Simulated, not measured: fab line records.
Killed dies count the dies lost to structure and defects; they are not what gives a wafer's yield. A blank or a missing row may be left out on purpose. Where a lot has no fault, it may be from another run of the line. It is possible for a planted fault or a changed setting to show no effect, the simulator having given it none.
fab line records	flow n5Finfet
record: lots: 6	wafers: 17	lastDay: 17
route steps=1938 shown BEOL_M1@788 BEOL_M4@1111 PASSIVATION@1936
lots that met no fault: from a run of the same line without faults
startH: the number of hours between the record's first day and the start of the first shown wafer of the lot	waitH: how many hours have passed since the lot's step before this one	" the same as in the row above	L1.1+2: a row that stands for several wafers	- either no value or no given start	* or withheld: withheld	< > ~ a bound
route shown NAME@n: names a module that has steps shown in the file, with the first one's number in the route	usual: mean/standard deviation of fault-free wafers	same: alike in all rows	chamber/n: place in a boat	sites: each site's reading	_std_site: standard deviation of those values	_edge_site: outer sites' mean less inner sites'	radiusMm: for every site, how far away it sits from the centre of the wafer	mask NAME#n: copy n	behind: the tool/chamber that last shaped the wafer	hold: why the lot was held/for how many hours/how that ended	device: whichever transistor did not switch (one of n, p or np)	end of line: at the end of the route, the tests of the same wafers	a step without rows: its recipe alone	killed: dies that structure and defects cost at the first sort, which is not the same as the wafer's yield	map: shows each die of a wafer: x if killed, . if not, _ if none is there
set.NAME: setting as actually run; set.NAME@STEP: the setting as run at that earlier step	model.NAME: the simulator's own value behind a step, which no gauge read
lots at selected steps of the route; one table per step, one row per wafer
services: the hour from which a tool's chamber was out of use, counted from the record's first day as startH (under 0 if before that day), plus the number of hours and why
== steps ==
step: N5_BEOL_M1_INSPECT_30
recipe: mode: adi	inspectInstrument: brightfield
usual: rawDefectCount: 430/97
lot.wafer	tool	chamber	startH	waitH	rawDefectCount
L589.1	defectInspect-01	-	133.35	0.1	443
L589.3	"	-	"	"	400
L589.5	"	-	"	"	498
L595.1	defectInspect-01	-	167.24	0.1	476
L595.5	"	-	"	"	480
L595.6	"	-	"	"	578
L601.3	defectInspect-01	-	205.38	0.0	370
L601.4	"	-	"	"	530
L601.6	"	-	"	"	557
L606.1	defectInspect-02	-	228.77	0.1	424
L606.4	"	-	"	"	299
L609.1	defectInspect-02	-	253.09	0.1	416
L609.2	"	-	"	"	431
L609.4	"	-	"	"	268
L611.1	defectInspect-02	-	269.05	0.1	455
L611.3	"	-	"	"	375
L611.6	"	-	"	"	338
step: N5_BEOL_M1_DESCUM_33
recipe: chemistry: O2	timeS: 7	sourcePowerW: 50	biasPowerW: 20	pressureMtorr: 20	rfFrequencyHz: 2.712e+07	tempC: 40	resist: CAR-EUV	o2FlowSccm: 225
usual: drypumpMotorCurrentA: 5.6/0.41	oesProductAu: 0.80/0.087	rfVppV: 243.0/1.4	showerheadPlenumPTorr: 2.09/0.079	throttleValvePct: 20.41/0.3
lot.wafer	tool	chamber	startH	waitH	drypumpMotorCurrentA	oesProductAu	rfHoursCounterH	rfVppV	showerheadPlenumPTorr	throttleValvePct
L589.1	rieDiel-03	2	133.38	0.0	5.9	0.71	200	242.0	1.99	20.38
L589.3	"	1	"	"	4.9	0.68	248	243.6	2.15	20.67
L589.5	"	1	"	"	4.9	0.67	-	243.0	2.15	20.66
L595.1	rieDiel-04	1	167.28	0.0	5.0	0.68	231	241.8	2.04	20.42
L595.5	"	3	"	"	5.4	0.87	-	246.4	2.24	19.94
L595.6	"	0	"	"	6.3	0.86	-	242.4	2.03	20.47
L601.3	rieDiel-05	3	205.41	0.0	5.4	0.81	86	244.1	2.13	20.64
L601.4	"	0	"	"	6.1	0.92	34	243.9	2.05	20.03
L601.6	"	0	"	"	6.1	0.92	-	241.8	2.05	20.03
L606.1	rieDiel-03	0	228.81	0.0	5.8	0.70	190	242.8	2.20	21.06
L606.4	"	3	"	"	5.9	0.88	39	243.8	2.13	20.31
L609.1	rieDiel-04	3	253.12	0.0	5.4	0.84	56	245.8	2.23	19.97
L609.2	"	2	"	"	5.0	0.72	197	241.7	1.98	20.40
L609.4	"	1	"	"	5.0	0.97	2	242.4	2.03	20.06
L611.1	rieDiel-03	1	269.09	0.0	5.0	0.90	32	244.9	2.14	20.38
L611.3	"	3	"	"	5.9	0.85	51	244.5	2.12	20.33
L611.6	"	2	"	"	6.0	0.69	-	241.0	1.98	20.45
step: N5_BEOL_M1_ETCH_77
recipe: chemistry: N2/H2	target: underlayer	targetDepthA: 65	maskMaterial: CAR-EUV	timeS: 5.2	ionEnergyEv: 200	pressureMtorr: 30	sourceW: 840	biasW: 150	n2FlowSccm: 200	h2FlowSccm: 200	ends: cleared
usual: drypumpMotorCurrentA: 5.6/0.41	etchRfOnTimeS: 5.18/0.12	oesProductAu: 0.69/0.076	rfVppV: 523.7/2.8	showerheadPlenumPTorr: 2.53/0.09	throttleValvePct: 17.81/0.29
lot.wafer	tool	chamber	startH	waitH	drypumpMotorCurrentA	etchRfOnTimeS	oesProductAu	rfHoursCounterH	rfVppV	showerheadPlenumPTorr	throttleValvePct
L589.1	rieDiel-03	2	133.42	0.0	5.9	5.38	0.60	200	519.7	2.42	17.82
L589.3	"	1	"	"	4.9	5.27	0.58	248	526.6	2.63	18.31
L589.5	"	1	"	"	4.9	5.24	0.59	-	525.5	2.63	18.33
L595.1	rieDiel-04	1	167.31	0.0	5.0	5.17	0.57	231	524.6	2.49	17.81
L595.5	"	3	"	"	5.4	5.21	0.74	-	529.7	2.71	17.38
L595.6	"	0	"	"	6.2	5.03	0.75	-	523.0	2.49	18.08
L601.3	rieDiel-05	3	205.44	0.0	5.5	5.12	0.69	86	524.1	2.55	17.87
L601.4	"	0	"	"	6.1	5.21	0.78	34	524.0	2.50	17.48
L601.6	"	0	"	"	6.1	5.22	0.77	-	523.2	2.50	17.48
L606.1	rieDiel-03	0	228.84	0.0	5.8	5.42	0.59	190	525.4	2.64	18.33
L606.4	"	3	"	"	5.9	5.03	0.76	39	526.8	2.56	17.52
L609.1	rieDiel-04	3	253.15	0.0	5.4	5.21	0.72	56	528.5	2.70	17.43
L609.2	"	2	"	"	5.0	5.11	0.63	197	519.4	2.43	17.99
L609.4	"	1	"	"	5.0	5.03	0.82	2	521.4	2.48	17.41
L611.1	rieDiel-03	1	269.12	0.0	4.9	5.03	0.77	32	526.6	2.62	17.97
L611.3	"	3	"	"	5.9	5.08	0.74	51	523.9	2.55	17.51
L611.6	"	2	"	"	6.0	5.44	0.57	-	519.8	2.40	17.91
step: N5_BEOL_M1_ETCH_69
recipe: chemistry: CF4	target: SiARC	targetDepthA: 156	maskMaterial: CAR-EUV	timeS: 26	ionEnergyEv: 80	pressureMtorr: 40	sourceW: 545	biasW: 36	Ar_flow_sccm: 100	cf4FlowSccm: 100	ends: cleared
usual: drypumpMotorCurrentA: 5.6/0.41	etchRfOnTimeS: 25.9/0.56	oesProductAu: 0.69/0.075	rfVppV: 184.0/1.2	showerheadPlenumPTorr: 2.13/0.075	throttleValvePct: 15.53/0.25
lot.wafer	tool	chamber	startH	waitH	drypumpMotorCurrentA	etchRfOnTimeS	oesProductAu	rfHoursCounterH	rfVppV	showerheadPlenumPTorr	throttleValvePct
L589.1	rieDiel-03	2	133.43	0.0	5.9	26.8	0.61	200	183.6	2.04	15.62
L589.3	"	1	"	"	4.9	25.4	0.60	248	185.9	2.20	15.86
L589.5	"	1	"	"	4.9	25.6	0.59	-	185.0	2.20	15.89
L595.1	rieDiel-04	1	167.33	0.0	5.0	26.0	0.58	231	183.2	2.10	15.72
L595.5	"	3	"	"	5.4	26.3	0.73	-	185.7	2.28	15.13
L595.6	"	0	"	"	6.3	25.2	0.74	-	184.6	2.08	15.64
L601.3	rieDiel-05	3	205.46	0.0	5.4	25.2	0.70	86	183.7	2.15	15.63
L601.4	"	0	"	"	6.1	25.9	0.78	34	184.7	2.10	15.13
L601.6	"	0	"	"	6.1	25.8	0.78	-	183.4	2.10	15.13
L606.1	rieDiel-03	0	228.86	0.0	5.8	26.7	0.60	190	184.6	2.21	16.05
L606.4	"	3	"	"	5.9	25.6	0.75	39	183.5	2.19	15.50
L609.1	rieDiel-04	3	253.17	0.0	5.4	26.3	0.71	56	184.7	2.27	15.19
L609.2	"	2	"	"	5.0	25.6	0.63	197	183.0	2.04	15.62
L609.4	"	1	"	"	5.0	25.5	0.81	2	183.1	2.10	15.25
L611.1	rieDiel-03	1	269.14	0.0	4.9	24.8	0.78	32	185.1	2.18	15.48
L611.3	"	3	"	"	5.9	25.5	0.74	51	184.8	2.18	15.51
L611.6	"	2	"	"	6.0	26.7	0.58	-	182.2	2.03	15.69
step: N5_BEOL_M1_ALD_98
recipe: material: SiO2	targetThkA: 25	tempC: 100	aldPrecursorFamily: BDEAS	aldCoReactant: O2-plasma	pulseTimeS: 1	coReactantPulseTimeS: 1	purgeTimeS: 2	coReactantPurgeTimeS: 2	aldCycles: 17	pressureTorr: 2
step: N5_BEOL_M1_ETCHBACK_99
recipe: chemistry: CHF3	target: SiO2	targetDepthA: 50	timeS: 10.4	sourceW: 215	biasW: 47	Ar_flow_sccm: 200	CHF3_flow_sccm: 12	ionEnergyEv: 100	pressureMtorr: 30
usual: drypumpMotorCurrentA: 5.6/0.45	oesProductAu: 0.79/0.084	rfVppV: 241/5	showerheadPlenumPTorr: 2.13/0.077	throttleValvePct: 17.03/0.23
lot.wafer	tool	chamber	startH	waitH	drypumpMotorCurrentA	oesProductAu	rfHoursCounterH	rfVppV	showerheadPlenumPTorr	throttleValvePct
L589.1	rieDiel-04	0	137.84	4.3	6.3	0.88	33	236	2.09	17.10
L589.3	"	3	"	"	5.4	0.89	22	243	2.31	16.59
L589.5	"	0	"	"	6.3	0.88	-	235	2.09	17.11
L595.1	rieDiel-05	3	171.76	4.1	5.4	0.82	77	232	2.17	17.12
L595.5	"	2	"	"	5.7	0.74	-	243	2.16	17.22
L595.6	"	3	"	"	5.4	0.82	-	234	2.17	17.12
L601.3	rieDiel-05	3	212.81	7.2	5.5	0.81	88	233	2.17	17.15
L601.4	"	0	"	"	6.1	0.91	36	242	2.11	16.65
L601.6	"	2	"	"	5.8	0.73	-	241	2.15	17.23
L606.1	rieDiel-04	0	237.55	8.5	6.2	0.83	62	235	2.08	17.17
L606.4	"	0	"	"	6.3	0.84	-	236	2.08	17.16
L609.1	rieDiel-04	2	260.37	7.1	5.0	0.73	199	237	2.05	17.12
L609.2	"	1	"	"	5.0	0.94	4	248	2.11	16.79
L609.4	"	3	"	"	5.4	0.82	59	244	2.29	16.66
L611.1	rieDiel-05	0	277.65	8.1	6.1	0.88	54	241	2.11	16.68
L611.3	"	3	"	"	5.4	0.79	106	232	2.16	17.19
L611.6	"	2	"	"	5.8	0.73	-	243	2.15	17.27
step: N5_BEOL_M1_ETCH_70
recipe: chemistry: N2/H2	target: SOC	targetDepthA: 800	overetchA: 160	maskMaterial: SiARC	tempC: 40	timeS: 120	ionEnergyEv: 200	pressureMtorr: 30	sourceW: 840	biasW: 150	n2FlowSccm: 200	h2FlowSccm: 200
step: N5_BEOL_M1_STRIP_71
recipe: chemistry: N2/H2	tempC: 40	n2FlowSccm: 200	h2FlowSccm: 200	rfFrequencyHz: 6e+07
step: N5_BEOL_M1_STRIP_78
recipe: chemistry: N2/H2	tempC: 40	n2FlowSccm: 200	h2FlowSccm: 200	rfFrequencyHz: 6e+07
step: N5_BEOL_M1_VIA_ETCH_34
recipe: chemistry: C4F6/O2	targetDepthA: 678	maskMaterial: SOC	pressureMtorr: 15	ionEnergyEv: 250	taperDeg: 4	timeS: 64.4	sourceW: 350	biasW: 170	Ar_flow_sccm: 300	C4F6_flow_sccm: 10	O2_flow_sccm: 10
step: N5_BEOL_M1_STRIP_83
recipe: chemistry: C4F6/O2	resist: SiARC	rfFrequencyHz: 6e+07
step: N5_BEOL_M1_STRIP_36
recipe: chemistry: N2/H2	powerW: 450	tempC: 40	pressureMtorr: 20	rfFrequencyHz: 6e+07	overashFraction: 0.3	biasPowerW: 7	h2Frac: 0.5	n2FlowSccm: 200	h2FlowSccm: 200
step: N5_BEOL_M1_TRENCH_ETCH_37
recipe: chemistry: C4F6/O2	targetDepthA: 552.07	target: SiOC	timeS: 29	ionEnergyEv: 250	pressureMtorr: 30	sourceW: 355	biasW: 185	Ar_flow_sccm: 300	C4F6_flow_sccm: 10	O2_flow_sccm: 10
usual: C4F6_flow_sccm: 10.01/0.032	drypumpMotorCurrentA: 5.6/0.45	oesProductAu: 0.79/0.085	rfVppV: 666/14	runLengthS: 52.2/0.47	showerheadPlenumPTorr: 2.82/0.099	throttleValvePct: 20.82/0.23
lot.wafer	tool	chamber	startH	waitH	C4F6_flow_sccm	drypumpMotorCurrentA	oesProductAu	rfHoursCounterH	rfVppV	runLengthS	showerheadPlenumPTorr	throttleValvePct	model.BEOL_M1.featureDepthNm	model.etch.depthNm
L589.1	rieDiel-04	0	138.08	-	10.01	6.3	0.88	33	650	52.0	2.77	20.93	55.8	55.7
L589.3	"	3	"	"	10.00	5.4	0.88	22	675	51.7	3.05	20.41	55	54.98
L589.5	"	0	"	"	10.01	6.3	0.89	-	650	52.1	2.77	20.92	56.4	56.43
L595.1	rieDiel-05	3	172.00	-	10.03	5.4	0.82	78	643	51.5	2.87	20.95	55.6	55.55
L595.5	"	2	"	"	10.00	5.8	0.74	-	670	51.5	2.85	21.03	54.8	54.81
L595.6	"	3	"	"	10.02	5.4	0.83	-	645	51.8	2.87	20.95	56	56.05
L601.3	rieDiel-05	3	213.05	-	9.97	5.4	0.81	88	642	51.6	2.87	20.95	55.6	55.55
L601.4	"	0	"	"	10.00	6.1	0.91	36	664	52.7	2.80	20.46	55	55.07
L601.6	"	2	"	"	10.05	5.8	0.73	-	670	51.8	2.85	21.04	54.6	54.7
L606.1	rieDiel-04	0	237.79	-	10.04	6.2	0.84	62	650	50.6	2.76	20.98	52.8	52.88
L606.4	"	0	"	"	10.01	6.3	0.84	-	650	51.1	2.76	20.97	53	52.94
L609.1	rieDiel-04	2	260.61	-	9.99	5.0	0.72	199	656	51.1	2.71	20.86	51.8	51.71
L609.2	"	1	"	"	10.00	5.0	0.95	4	683	51.8	2.79	20.60	57	57.09
L609.4	"	3	"	"	9.97	5.4	0.82	59	676	50.3	3.03	20.47	52.2	52.26
L611.1	rieDiel-05	0	277.89	-	10.06	6.1	0.87	54	666	52.5	2.79	20.51	55.4	55.35
L611.3	"	3	"	"	9.95	5.4	0.79	106	644	51.6	2.86	20.99	56	55.98
L611.6	"	2	"	"	9.99	5.8	0.73	-	671	51.5	2.84	21.06	55.2	55.3
step: N5_BEOL_M1_ETCH_41
recipe: chemistry: CH3F/O2	target: SiCN	targetDepthA: 319	taperDeg: 2	timeS: 57.8	ionEnergyEv: 120	maskMaterial: TiN	pressureMtorr: 30	sourceW: 395	biasW: 75	Ar_flow_sccm: 150	CH3F_flow_sccm: 30	O2_flow_sccm: 20
usual: drypumpMotorCurrentA: 5.6/0.45	oesProductAu: 0.79/0.084	rfVppV: 297.0/1.5	runLengthS: 81.0/0.42	showerheadPlenumPTorr: 1.98/0.072	throttleValvePct: 16.28/0.24
lot.wafer	tool	chamber	startH	waitH	drypumpMotorCurrentA	oesProductAu	rfHoursCounterH	rfVppV	runLengthS	showerheadPlenumPTorr	throttleValvePct
L589.1	rieDiel-04	0	-	-	6.3	0.88	33	295.7	80.8	1.95	16.36
L589.3	"	3	"	"	5.4	0.89	22	298.3	80.5	2.14	15.81
L589.5	"	0	"	"	6.3	0.88	-	297.0	80.9	1.95	16.37
L595.1	rieDiel-05	3	-	-	5.4	0.83	78	297.0	80.5	2.02	16.37
L595.5	"	2	"	"	5.8	0.75	-	297.6	80.7	2.01	16.47
L595.6	"	3	"	"	5.5	0.83	-	297.9	80.7	2.02	16.36
L601.3	rieDiel-05	3	-	-	5.4	0.81	88	296.6	80.3	2.02	16.40
L601.4	"	0	"	"	6.0	0.91	36	295.2	81.5	1.96	15.89
L601.6	"	2	"	"	5.8	0.73	-	297.1	80.4	2.00	16.50
L606.1	rieDiel-04	0	-	-	6.3	0.85	62	295.8	80.8	1.94	16.42
L606.4	"	0	"	"	6.3	0.85	-	295.1	80.8	1.94	16.44
L609.1	rieDiel-04	2	-	-	5.0	0.73	199	294.9	81.5	1.90	16.37
L609.2	"	1	"	"	5.0	0.94	4	296.1	80.9	1.96	16.03
L609.4	"	3	"	"	5.4	0.82	59	299.8	80.5	2.13	15.88
L611.1	rieDiel-05	0	-	-	6.1	0.88	54	296.4	82.0	1.96	15.92
L611.3	"	3	"	"	5.4	0.80	106	295.7	81.1	2.01	16.43
L611.6	"	2	"	"	5.8	0.72	-	297.8	80.6	2.00	16.52
step: N5_BEOL_M1_STRIP_97
recipe: chemistry: N2/H2	timeS: 10	powerW: 450	tempC: 40	pressureMtorr: 20	rfFrequencyHz: 6e+07	biasPowerW: 7	n2FlowSccm: 200	h2FlowSccm: 200
step: N5_BEOL_M1_OCD_MEAS_38
usual: trenchDepthNm: 55.4/0.87
lot.wafer	tool	chamber	startH	waitH	trenchDepthNm
L589.1	ocd-01	-	138.24	-	55.5
L589.3	"	-	"	"	55.4
L589.5	"	-	"	"	56.5
L595.1	ocd-01	-	172.15	-	55.9
L595.5	"	-	"	"	54.0
L595.6	"	-	"	"	56.4
L601.3	ocd-02	-	213.21	-	55.7
L601.4	"	-	"	"	54.9
L601.6	"	-	"	"	54.5
L606.1	ocd-02	-	237.94	-	52.7
L606.4	"	-	"	"	53.0
L609.1	ocd-01	-	260.77	-	52.0
L609.2	"	-	"	"	57.1
L609.4	"	-	"	"	52.3
L611.1	ocd-01	-	278.04	-	55.5
L611.3	"	-	"	"	55.9
L611.6	"	-	"	"	55.5
step: N5_BEOL_M1_HM_STRIP_39
recipe: chemistry: peroxideTinStrip	material: TiN	targetDepthA: 250	tempC: 50	timeS: 158
step: N5_BEOL_M4_RC_MEAS_101
usual: DIBL_N: 36.9/1.7	DIBL_P: 37.3/2.3	IOFF_N: 0.16/0.033	IOFF_P: 0.22/0.04	ION_N: 673/12	ION_P: 463/8	SS_N: 71.6/0.58	SS_P: 73.4/0.74	VT_N: 250/3.2	VT_P: -250/3.4
lot.wafer	tool	chamber	startH	waitH	DIBL_N[mV/V]	DIBL_P[mV/V]	IOFF_N[nA/um]	IOFF_P[nA/um]	ION_N[uA/um]	ION_P[uA/um]	SS_N[mV/dec]	SS_P[mV/dec]	VT_N[mV]	VT_P[mV]
L589.1	prober-02	0	181.15	0.0	35.2	36.7	0.13	0.17	658	448	71.7	73.2	251	-257
L589.3	"	0	"	"	39.1	41.6	0.21	0.24	682	456	72.5	74.6	248	-252
L589.5	"	0	"	"	35.2	37.8	0.15	0.19	666	454	72.4	74.1	249	-252
L595.1	prober-01	0	218.19	0.0	37.3	37.4	0.16	0.23	674	470	71.6	73.7	250	-249
L595.5	"	0	"	"	38.1	37.7	0.16	0.22	680	471	71.7	74.2	250	-248
L595.6	"	0	"	"	36.9	36.4	0.15	0.22	655	463	71.4	73.1	251	-248
L601.3	prober-01	0	254.86	0.3	35.7	34.4	0.14	0.18	687	461	71.5	73.0	252	-251
L601.4	"	0	"	"	38.5	38.5	0.18	0.24	679	465	72.4	73.7	245	-247
L601.6	"	0	"	"	36.3	37.5	0.16	0.23	677	471	71.6	73.7	248	-251
L606.1	prober-01	0	271.79	0.0	32.8	30.3	0.09	0.14	654	454	70.1	71.5	256	-254
L606.4	"	0	"	"	34.8	32.6	0.11	0.17	671	463	70.9	72.6	255	-248
L609.1	prober-01	0	308.00	0.0	39.3	41.1	0.21	0.27	674	461	72.5	74.2	247	-250
L609.2	"	0	"	"	39.9	40.9	0.22	0.26	680	463	73.4	74.5	247	-250
L609.4	"	0	"	"	38.5	39.9	0.18	0.25	677	466	72.4	74.5	252	-249
L611.1	prober-02	0	310.92	0.0	36.1	35.6	0.12	0.18	661	457	71.6	72.2	255	-253
L611.3	"	0	"	"	37.0	37.3	0.14	0.21	683	468	70.8	72.8	251	-250
L611.6	"	0	"	"	35.4	35.4	0.12	0.18	666	467	71.0	72.0	256	-251
step: N5_PASSIVATION_PROBE_49
usual: defectLimitedYield: 91.2/1.3	killed_at_M0_to_M3: 34/10	killed_at_M4_up: 13/4.6	killedAtContacts: 13/5.5	killedAtFrontEnd: 41/12	killedAtOther: 2.8/2.4	killedDies: 104/16	killedOpen: 67/12	killedShort: 33/7.2	sort_bin_5_function: 5.1/0.86	sort_bin_6_memory: 3.3/0.62	sortNPass: 1076/16	sortYieldPct: 91.2/1.3
same: grossDies: 1180	killedAtBackSide: 0	sort_bin_4_leakage[%]: 0	sort_bin_8_speed[%]: 0
lot.wafer	tool	chamber	startH	waitH	defectLimitedYield[%]	killed_at_M0_to_M3	killed_at_M4_up	killedAtContacts	killedAtFrontEnd	killedAtOther	killedDies	killedOpen	killedShort	sort_bin_5_function[%]	sort_bin_6_memory[%]	sortNPass	sortYieldPct[%]
L589.1	prober-02	-	293.92	0.0	92.5	25	11	6	43	4	89	62	26	4.7	2.8	1091	92.5
L589.3	prober-02	-	294.02	0.1	91.4	32	11	12	41	5	101	66	34	4.2	4.2	1079	91.4
L589.5	prober-02	-	294.12	0.2	90.8	14	11	16	66	2	109	82	25	5.9	3.2	1071	90.8
L595.1	prober-01	-	322.48	0.0	91.4	44	9	8	39	2	102	60	39	5.0	3.3	1078	91.4
L595.5	prober-01	-	322.68	0.2	90.9	33	9	18	42	5	107	77	26	4.5	3.9	1073	90.9
L595.6	prober-01	-	322.73	0.3	91.4	37	15	8	36	5	101	63	33	5.3	2.8	1079	91.4
L606.1	prober-02	-	368.44	0.0	89.4	63	19	14	27	2	125	72	44	6.2	4.1	1055	89.4
L606.4	prober-02	-	368.59	0.2	90.2	46	15	17	37	1	116	71	42	6.0	3.3	1064	90.2
L601.3	prober-01	-	376.11	0.1	91.4	18	11	11	56	5	101	62	29	5.0	2.9	1079	91.4
L601.4	prober-01	-	376.16	0.2	91.3	32	12	7	46	6	103	53	42	5.0	3.1	1077	91.3
L601.6	prober-01	-	376.26	0.3	91.3	19	10	13	61	0	103	59	35	4.5	3.6	1077	91.3
L609.1	prober-02	-	402.11	0.0	91.9	35	16	9	32	3	95	56	34	4.8	2.7	1085	91.9
L609.2	prober-02	-	402.16	0.1	91.8	38	12	8	36	3	97	52	37	4.9	2.9	1083	91.8
L609.4	prober-02	-	402.26	0.2	90.4	41	6	17	45	4	113	75	33	4.7	4.7	1067	90.4
L611.1	prober-02	-	407.13	0.0	92.2	44	10	9	28	1	92	55	31	4.0	3.4	1088	92.2
L611.3	prober-02	-	407.23	0.1	92.0	38	13	10	26	7	94	62	32	4.3	3.6	1086	92.0
L611.6	prober-02	-	407.38	0.3	91.7	45	15	10	25	3	98	61	34	5.1	3.0	1082	91.7
killed by level:class
L589.1 FIN_SAQP:geometricParticle:open=22 BEOL_M0_SAQP:geometricParticle:open=9 FIN_SAQP:geometricParticle:short=7 MOL_CONTACT_COAG:geometricParticle:open=6 BEOL_M5:geometricParticle:open=6 BEOL_M1:geometricParticle:short=4 BEOL_M3:geometricParticle:open=4 BEOL_M2:geometricParticle:open=3
L589.3 MOL_CONTACT_COAG:geometricParticle:open=10 FIN_SAQP:geometricParticle:open=9 BEOL_M3:geometricParticle:open=7 FIN_SAQP:geometricParticle:short=6 BEOL_M0_SAQP:geometricParticle:open=6 BEOL_M2:geometricParticle:open=5 STARTING-WAFER:geometricParticle:open=4 STI_FIN_REVEAL:geometricParticle:open=4
L589.5 FIN_SAQP:geometricParticle:open=28 MOL_CONTACT_COAG:geometricParticle:open=15 FIN_SAQP:geometricParticle:short=11 BEOL_M4:geometricParticle:open=8 DUMMY_GATE:geometricParticle:open=7 GATE_CUT:geometricParticle:short=4 GATE_CUT:geometricParticle:open=4 STARTING-WAFER:geometricParticle:open=3
L595.1 FIN_SAQP:geometricParticle:open=13 FIN_SAQP:geometricParticle:short=12 BEOL_M0_SAQP:geometricParticle:open=10 BEOL_M0_SAQP:geometricParticle:short=9 BEOL_M1:geometricParticle:open=8 BEOL_M3:geometricParticle:open=8 MOL_CONTACT_COAG:geometricParticle:open=6 BEOL_M8:geometricParticle:open=4
L595.5 BEOL_M3:geometricParticle:open=15 FIN_SAQP:geometricParticle:open=12 MOL_CONTACT_COAG:geometricParticle:open=12 FIN_SAQP:geometricParticle:short=8 DUMMY_GATE:geometricParticle:open=8 BEOL_M2:geometricParticle:open=6 MOL_CONTACT_COAG:geometricParticle:short=5 BEOL_M1:geometricParticle:open=5
L595.6 BEOL_M0_SAQP:geometricParticle:open=8 BEOL_M0_SAQP:geometricParticle:short=8 FIN_SAQP:geometricParticle:open=7 DUMMY_GATE:geometricParticle:open=6 BEOL_M3:geometricParticle:open=6 BEOL_M5:geometricParticle:open=6 MOL_CONTACT_COAG:geometricParticle:open=5 BEOL_M1:geometricParticle:open=5
L606.1 BEOL_M0_SAQP:geometricParticle:open=19 BEOL_M0_SAQP:geometricParticle:short=18 BEOL_M4:geometricParticle:open=10 MOL_CONTACT_COAG:geometricParticle:open=7 BEOL_M1:geometricParticle:open=7 BEOL_M2:geometricParticle:open=6 STI_FIN_REVEAL:geometricParticle:open=5 DUMMY_GATE:geometricParticle:open=5
L606.4 DUMMY_GATE:geometricParticle:open=12 BEOL_M1:geometricParticle:open=11 MOL_CONTACT_COAG:geometricParticle:open=10 BEOL_M0_SAQP:geometricParticle:open=9 MOL_CONTACT_COAG:geometricParticle:short=7 BEOL_M0_SAQP:geometricParticle:short=7 BEOL_M3:geometricParticle:open=6 BEOL_M1:geometricParticle:short=5
L601.3 FIN_SAQP:geometricParticle:open=19 MOL_CONTACT_COAG:geometricParticle:open=10 GATE_CUT:geometricParticle:short=8 BEOL_M2:geometricParticle:open=7 HKMG_FIN:areaEtch=6 FIN_SAQP:geometricParticle:short=5 BEOL_M4:geometricParticle:open=5 STI_FIN_REVEAL:geometricParticle:open=4
L601.4 FIN_SAQP:geometricParticle:open=13 BEOL_M3:geometricParticle:short=9 FIN_SAQP:geometricParticle:short=8 GATE_CUT:geometricParticle:short=7 DUMMY_GATE:geometricParticle:open=5 MOL_CONTACT_COAG:geometricParticle:open=5 BEOL_M1:geometricParticle:open=5 BEOL_M2:geometricParticle:open=4
L601.6 FIN_SAQP:geometricParticle:open=18 MOL_CONTACT_COAG:geometricParticle:open=9 FIN_SAQP:geometricParticle:short=7 GATE_CUT:geometricParticle:short=6 GATE_CUT:geometricParticle:open=5 BEOL_M3:geometricParticle:short=5 HKMG_FIN:areaEtch=5 FIN_CUT:geometricParticle:open=4
L609.1 BEOL_M0_SAQP:geometricParticle:short=8 BEOL_M2:geometricParticle:open=8 BEOL_M0_SAQP:geometricParticle:open=6 MOL_CONTACT_COAG:geometricParticle:open=6 FIN_SAQP:geometricParticle:short=5 BEOL_M4:geometricParticle:short=5 STI_FIN_REVEAL:geometricParticle:open=4 BEOL_M3:geometricParticle:open=4
L609.2 BEOL_M0_SAQP:geometricParticle:short=9 FIN_SAQP:geometricParticle:open=8 FIN_SAQP:geometricParticle:short=8 BEOL_M2:geometricParticle:open=7 MOL_CONTACT_COAG:geometricParticle:open=6 BEOL_M0_SAQP:geometricParticle:open=6 ILD0:geometricParticle:short=5 BEOL_M1:geometricParticle:open=4
L609.4 FIN_SAQP:geometricParticle:open=21 MOL_CONTACT_COAG:geometricParticle:open=14 BEOL_M0_SAQP:geometricParticle:short=9 FIN_SAQP:geometricParticle:short=7 STI_FIN_REVEAL:geometricParticle:open=7 BEOL_M0_SAQP:geometricParticle:open=6 BEOL_M2:geometricParticle:open=6 BEOL_M3:geometricParticle:open=5
L611.1 FIN_SAQP:geometricParticle:short=10 BEOL_M2:geometricParticle:open=10 FIN_SAQP:geometricParticle:open=7 MOL_CONTACT_COAG:geometricParticle:open=7 BEOL_M3:geometricParticle:open=7 BEOL_M0_SAQP:geometricParticle:open=6 BEOL_M0_SAQP:geometricParticle:short=6 BEOL_M1:geometricParticle:open=4
L611.3 BEOL_M2:geometricParticle:open=11 BEOL_M3:geometricParticle:open=10 MOL_CONTACT_COAG:geometricParticle:open=8 BEOL_M1:geometricParticle:open=6 BEOL_M4:geometricParticle:short=6 FIN_SAQP:geometricParticle:open=5 BEOL_M4:geometricParticle:open=5 ILD0:geometricParticle:short=4
L611.6 BEOL_M2:geometricParticle:open=13 BEOL_M3:geometricParticle:open=9 MOL_CONTACT_COAG:geometricParticle:open=7 FIN_SAQP:geometricParticle:short=6 STI_FIN_REVEAL:geometricParticle:open=6 BEOL_M0_SAQP:geometricParticle:short=6 BEOL_M4:geometricParticle:short=6 DUMMY_GATE:geometricParticle:open=5
== services ==
tool	chamber	startH	hours	kind
rieDiel-03	1	142.65	-	clean
rieDiel-03	1	142.65	-	consumableReplace:focusRing
rieDiel-03	1	142.65	26.3	scheduledDown
rieDiel-03	1	142.65	26.3	ventCycle
rieDiel-03	2	161.67	4.7	repair
rieDiel-04	-	199.56	1.0	repair
rieDiel-04	1	231.91	-	clean
rieDiel-04	1	231.91	-	consumableReplace:focusRing
rieDiel-04	1	231.91	14.9	scheduledDown
rieDiel-04	1	231.91	14.9	ventCycle
rieDiel-05	-	243.98	0.4	repair
rieDiel-05	1	248.26	8.4	repair
rieDiel-05	-	265.91	4.3	pm
== key ==
firstSign: step: N5_BEOL_M1_TRENCH_ETCH_37	reading: runLengthS	direction: down	sigmas: 3	usual: *	struck: *
effect: step: N5_BEOL_M1_OCD_MEAS_38	reading: trenchDepthNm	direction: down	sigmas: 3.4	usual: 55.4	struck: 52.5
modelEffect: step: N5_BEOL_M1_TRENCH_ETCH_37	value: BEOL_M1.featureDepthNm	without: 55.55	struck: 52.45
metAt N5_BEOL_M1_TRENCH_ETCH_37
struckWafers L606.1,L606.4,L609.1,L609.4
onsetBetween 138.08 237.79
fault: kind: processParameterDrift	tool: rieDiel-04	chamber: -	onsetH: 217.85	steps: N5_BEOL_M1_TRENCH_ETCH_37	channel: timeS	offset: *	shape: step	endH: 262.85	scope: struckWafersOnly	actsIn: *	stated: *
